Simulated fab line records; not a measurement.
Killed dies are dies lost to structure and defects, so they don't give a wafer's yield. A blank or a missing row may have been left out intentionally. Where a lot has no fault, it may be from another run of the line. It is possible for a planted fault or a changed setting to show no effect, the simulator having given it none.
Chamber matching    flow n5_finfet    cvd_co-02 running N5_BEOL_M3_PRE_CLEAN_60: 3 sister chambers
The step time 15 s. 3 wafers are shown with their chamber, then 7 later ones without.

== EACH WAFER AND ITS CHAMBER ==
wafer   chamber  heater_power_w (W)
L107.3  2        114
L110.1  0        71
L110.5  1        120

== WAFERS MISSING THEIR CHAMBER ==
wafer   heater_power_w (W)
L110.6  70
L112.2  118
L112.4  120
L112.5  117
L113.1  117
L113.3  69
L113.6  72

== WHICH CHAMBER EACH ONE RAN IN ==
wafer   from the rows above      in truth
L110.6  0                        0
L112.2  can't be placed: 1 or 2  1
L112.4  1                        1
L112.5  can't be placed: 1 or 2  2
L113.1  can't be placed: 1 or 2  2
L113.3  0                        0
L113.6  0                        0
Placed correctly: 4 of 7. From these rows, 3 cannot be placed; in 3 the true chamber is one of the candidates. 0 placed wrongly.
How it was worked out, from the rows above alone: a wafer's distance from a chamber is the root of the sum, over the readings, of the square of ((its reading less the chamber's mean) divided by the reading's scatter). The wafer belongs to the nearest chamber; if the next one is less than 2 further off, it can't be placed. For every chamber, the mean is computed from those of its wafers that are shown. The scatter (one wafer shown for each chamber): square how far every hidden wafer sits from the nearest shown wafer, average those squares and take the square root.
